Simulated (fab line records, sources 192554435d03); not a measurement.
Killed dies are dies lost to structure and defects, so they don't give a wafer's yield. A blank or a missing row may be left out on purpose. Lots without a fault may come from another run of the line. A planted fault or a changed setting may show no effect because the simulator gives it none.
One fault seen from 3 desks | flow n5_finfet | each desk has only its own numbers; what lay behind them comes last

THE TOOL OWNER'S DESK: rie_si-03
The tool's own readings at N5_FIN_CUT_CUT_ETCH_15 (etches Si in HBr/Cl2/O2, target depth 100 nm, bt time 10 s, time 42.4 s): means of the sampled wafers that have a number, for each lot that ran on this tool. A lot is out of limits, marked OUT, if its mean lies more than 4 standard deviations from the usual mean; the brackets give that distance.
Columns: A = HBr_flow_sccm at N5_FIN_CUT_CUT_ETCH_15, usual 150.0 sccm; B = O2_flow_sccm at N5_FIN_CUT_CUT_ETCH_15, usual 12.00 sccm; C = drypump_motor_current_A at N5_FIN_CUT_CUT_ETCH_15, usual 5.9 A; D = he_backside_leak_sccm at N5_FIN_CUT_CUT_ETCH_15, usual 2.8 sccm; E = oes_product_au at N5_FIN_CUT_CUT_ETCH_15, usual 0.992 a.u.; F = throttle_valve_pct at N5_FIN_CUT_CUT_ETCH_15, usual 37.0 %
lot  | first seen here | A     | B     | C   | D   | E     | F
L344 | day 3 05:56     | 149.9 | 12.01 | 5.7 | 2.9 | 0.994 | 36.9
L350 | day 4 16:45     | 149.6 | 11.99 | 5.8 | 2.5 | 0.987 | 36.8
L356 | day 6 02:59     | 149.7 | 11.98 | 5.4 | 2.7 | 0.986 | 36.7
L357 | day 6 09:10     | 149.9 | 11.98 | 5.7 | 3.1 | 0.992 | 37.0
L359 | day 6 22:59     | 150.0 | 12.01 | 5.7 | 2.9 | 0.988 | 36.9
L360 | day 7 04:12     | 150.1 | 12.00 | 5.6 | 3.0 | 0.988 | 36.9
This desk's finding: nothing out of limits on any of the 6 lots.

THE DEFECT DESK
What the inspections along the route counted, lot by lot: means of the sampled wafers that have a number. A lot is out of limits, marked OUT, if its mean lies more than 4 standard deviations from the usual mean; the brackets give that distance.
Columns: A = raw_defect_count at N5_FIN_CUT_INSPECT_17, usual 215
lot  | first seen here | A
L344 | day 3 06:13     | 207
L345 | day 3 11:06     | 183
L346 | day 3 16:10     | 173
L350 | day 4 17:07     | 240
L356 | day 6 03:16     | 190
L357 | day 6 09:26     | 218
L359 | day 6 23:21     | 220
L360 | day 7 04:30     | 231
L363 | day 7 23:17     | 328
This desk's finding: nothing out of limits on any of the 9 lots.

THE METROLOGY DESK
What the gauges read, lot by lot, whatever tool the lot ran on: means of the sampled wafers that have a number. A lot is out of limits, marked OUT, if its mean lies more than 4 standard deviations from the usual mean; the brackets give that distance. Of its 10 readings 7 are shown: those that lie furthest out on some lot.
Columns: A = DIBL_P at N5_BEOL_M4_RC_MEAS_101, usual 35.8 mV/V; B = IOFF_N at N5_BEOL_M4_RC_MEAS_101, usual 0.157 nA/um; C = ION_N at N5_BEOL_M4_RC_MEAS_101, usual 677 uA/um; D = ION_P at N5_BEOL_M4_RC_MEAS_101, usual 465 uA/um; E = SS_N at N5_BEOL_M4_RC_MEAS_101, usual 71.3 mV/dec; F = SS_P at N5_BEOL_M4_RC_MEAS_101, usual 73.2 mV/dec; G = VT_N at N5_BEOL_M4_RC_MEAS_101, usual 249 mV
lot  | first seen here | A    | B     | C   | D   | E    | F    | G
L344 | day 10 13:10    | 35.0 | 0.166 | 680 | 467 | 71.2 | 73.2 | 246
L350 | day 12 09:45    | 34.9 | 0.146 | 668 | 458 | 71.7 | 72.5 | 248
L356 | day 13 04:33    | 34.7 | 0.125 | 664 | 462 | 70.7 | 72.8 | 253
L357 | day 13 19:41    | 35.8 | 0.140 | 671 | 463 | 71.3 | 73.5 | 252
L359 | day 14 03:41    | 35.0 | 0.139 | 678 | 473 | 71.1 | 72.7 | 251
L360 | day 14 03:45    | 36.0 | 0.172 | 685 | 467 | 71.4 | 73.1 | 249
L363 | day 15 06:53    | 37.9 | 0.178 | 691 | 473 | 72.0 | 73.6 | 248
This desk's finding: nothing out of limits on any of the 7 lots.

PUT TOGETHER
The tool owner's desk saw nothing out of limits.
The defect desk saw nothing out of limits.
The metrology desk saw nothing out of limits.

WHAT THE SIMULATOR HAD PUT IN
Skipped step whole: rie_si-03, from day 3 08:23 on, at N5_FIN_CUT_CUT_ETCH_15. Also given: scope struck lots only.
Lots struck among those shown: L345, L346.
